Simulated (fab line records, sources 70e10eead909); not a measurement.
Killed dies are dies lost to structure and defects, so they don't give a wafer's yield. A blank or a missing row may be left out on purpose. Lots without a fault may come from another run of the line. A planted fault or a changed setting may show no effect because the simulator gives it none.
Chamber matching | flow nand_harc | NHARC_A_STAIRCASE_DESCUM_219 on rie_diel-04: 4 sister chambers
The step chemistry O2, time 3 s. 18 wafers are shown with their chamber, then 9 later ones without.

WAFERS WITH THEIR CHAMBER
wafer  | chamber | drypump_motor_current_A (A) | showerhead_plenum_p_Torr (Torr) | oes_product_au (a.u.)
L076.1 | 1       | 6.0                         | 2.07                            | 0.988
L076.4 | 3       | 6.1                         | 2.03                            | 0.998
L076.6 | 3       | 6.1                         | 2.03                            | 1.007
L079.1 | 1       | 6.0                         | 2.07                            | 0.988
L079.4 | 3       | 6.1                         | 2.03                            | 0.986
L079.5 | 1       | 6.0                         | 2.07                            | 0.981
L080.2 | 2       | 6.3                         | 2.07                            | 1.000
L080.4 | 3       | 6.0                         | 2.03                            | 0.989
L080.6 | 2       | 6.3                         | 2.07                            | 1.003
L081.3 | 1       | 6.0                         | 2.07                            | 0.991
L081.4 | 2       | 6.3                         | 2.07                            | 1.003
L081.5 | 2       | 6.3                         | 2.07                            | 1.005
L085.4 | 2       | 6.3                         | 2.06                            | 1.013
L085.5 | 2       | 6.3                         | 2.06                            | 1.002
L085.6 | 1       | 6.0                         | 2.06                            | 0.993
L089.3 | 0       | 5.3                         | 1.86                            | 1.005
L089.4 | 3       | 6.1                         | 2.02                            | 0.979
L089.5 | 2       | 6.3                         | 2.06                            | 1.007

SIGNATURES (means of the wafers above)
reading                  | chamber 0 | chamber 1 | chamber 2 | chamber 3 | scatter within a chamber
drypump_motor_current_A  | 5.300     | 6.000     | 6.300     | 6.080     | 0.0239
showerhead_plenum_p_Torr | 1.8600    | 2.0680    | 2.0657    | 2.0280    | 0.00487
oes_product_au           | 1.00500   | 0.98820   | 1.00471   | 0.99180   | 0.0069
Rule: a wafer's distance from a chamber is the root of the sum, over the readings, of the square of ((its reading less the chamber's mean) divided by the reading's scatter). The wafer belongs to the nearest chamber; if the next one is less than 2 further off, it can't be placed. The scatter: the root of (the sum of the squares of (reading less its chamber's mean) over the shown wafers, divided by (wafers less chambers)).

WAFERS WITHOUT THEIR CHAMBER
wafer  | drypump_motor_current_A (A) | showerhead_plenum_p_Torr (Torr) | oes_product_au (a.u.)
L091.1 | 5.3                         | 1.86                            | 1.005
L091.4 | 6.1                         | 2.06                            | 0.993
L091.6 | 6.0                         | 2.02                            | 1.000
L092.3 | 6.3                         | 2.06                            | 0.998
L092.4 | 5.3                         | 1.86                            | 1.011
L092.5 | 6.0                         | 2.02                            | 0.996
L096.1 | 5.3                         | 1.86                            | 1.000
L096.4 | 6.0                         | 2.05                            | 1.006
L096.5 | 6.0                         | 2.05                            | 0.998

WHICH CHAMBER EACH WENT THROUGH
wafer  | from the rows above     | in truth
L091.1 | 0                       | 0
L091.4 | 1                       | 1
L091.6 | 3                       | 3
L092.3 | 2                       | 2
L092.4 | 0                       | 0
L092.5 | 3                       | 3
L096.1 | 0                       | 0
L096.4 | can't be placed: 1 or 3 | 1
L096.5 | can't be placed: 1 or 3 | 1
Placed correctly: 7 of 9. Can't be placed from these rows: 2 (the true chamber is among the candidates in 2). Placed wrongly: 0.
